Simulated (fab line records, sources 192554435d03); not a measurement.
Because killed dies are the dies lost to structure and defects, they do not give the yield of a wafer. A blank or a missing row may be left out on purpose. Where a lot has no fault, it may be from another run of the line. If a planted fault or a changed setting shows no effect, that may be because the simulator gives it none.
2 desks, one fault	flow n5 finfet	numbers are kept per desk, each desk with only its own; the story behind them comes last

THE METROLOGY DESK
What the gauges read for every lot (on any tool): the sampled wafers with a number, averaged. The brackets show how far a lot's mean lies from the usual mean; more than 4 standard deviations puts the lot out of limits, marked OUT. Only the readings that lie furthest out on some lot appear, 7 of the 15 it has.
Columns: A = IOFF_P at N5_BEOL_M4_RC_MEAS_101, usual 0.21 nA/um; B = IOFF_P_LIN at N5_BEOL_M4_RC_MEAS_101, usual 0.097 nA/um; C = IOFF_P_LONG at N5_BEOL_M4_RC_MEAS_101, usual 0.000101 nA/um; D = VT_N_LVT at N5_BEOL_M4_RC_MEAS_101, usual 96 mV; E = VT_P at N5_BEOL_M4_RC_MEAS_101, usual -252 mV; F = VT_P_LONG at N5_BEOL_M4_RC_MEAS_101, usual -277.0 mV; G = M5_ILD_THK at N5_BEOL_M5_THK_MEAS_01, usual 121.0 nm
lot	first seen here	A	B	C	D	E	F	G
L223	day 7 22:44	0.20	0.091	0.000097	90	-252	-278.9	121.0
L224	day 8 01:22	0.21	0.102	0.000111	97	-248	-274.2	122.2
L225	day 8 10:26	0.27	0.119	0.000113	91	-245	-272.5	119.4
L227	day 9 00:46	0.19	0.092	0.000094	96	-253	-279.4	117.9
L228	day 9 02:31	0.19	0.095	0.000104	93	-250	-276.4	120.2
L232	day 9 16:48	0.13	0.064	0.000092	91	-260	-281.5	121.1
L236	day 11 05:08	0.19	0.088	0.000096	97	-253	-281.5	121.2
L239	day 12 01:31	0.21	0.098	0.000099	96	-251	-276.3	120.5
L242	day 12 18:07	0.21	0.104	0.000105	97	-251	-275.6	123.6
L245	day 13 07:38	0.23	0.105	0.000099	96	-249	-276.4	121.2
This desk found nothing out of limits on any of the 10 lots.

THE TOOL OWNER'S DESK: ald hk-01
The tool's own readings at N5_HKMG_FIN_ALD_74 (deposits La2O3, target thk 0.5 nm, pulse time 6 s, co reactant pulse time 1 s): means of the sampled wafers that have a number, for each lot that ran on this tool. The brackets show how far a lot's mean lies from the usual mean; more than 4 standard deviations puts the lot out of limits, marked OUT.
Columns: A = heater power w at N5_HKMG_FIN_ALD_74, usual 359 W; B = precursor pulse height rel at N5_HKMG_FIN_ALD_74, usual 1.002; C = susceptor temp C at N5_HKMG_FIN_ALD_74, usual 249.99 C
lot	first seen here	A	B	C
L225	day 4 11:06	378	0.988	250.11
L227	day 4 22:31	370	1.018	249.83
L228	day 5 04:41	362	1.029	249.76
L232	day 6 05:50	364	0.990	250.12
L245	day 9 15:28	374	0.998	249.87
This desk found nothing out of limits on any of the 5 lots.

ALL TOGETHER
Nothing out of limits was seen by the metrology desk.
The tool owner's desk saw nothing out of limits.

WHAT THE SIMULATOR HAD PUT IN
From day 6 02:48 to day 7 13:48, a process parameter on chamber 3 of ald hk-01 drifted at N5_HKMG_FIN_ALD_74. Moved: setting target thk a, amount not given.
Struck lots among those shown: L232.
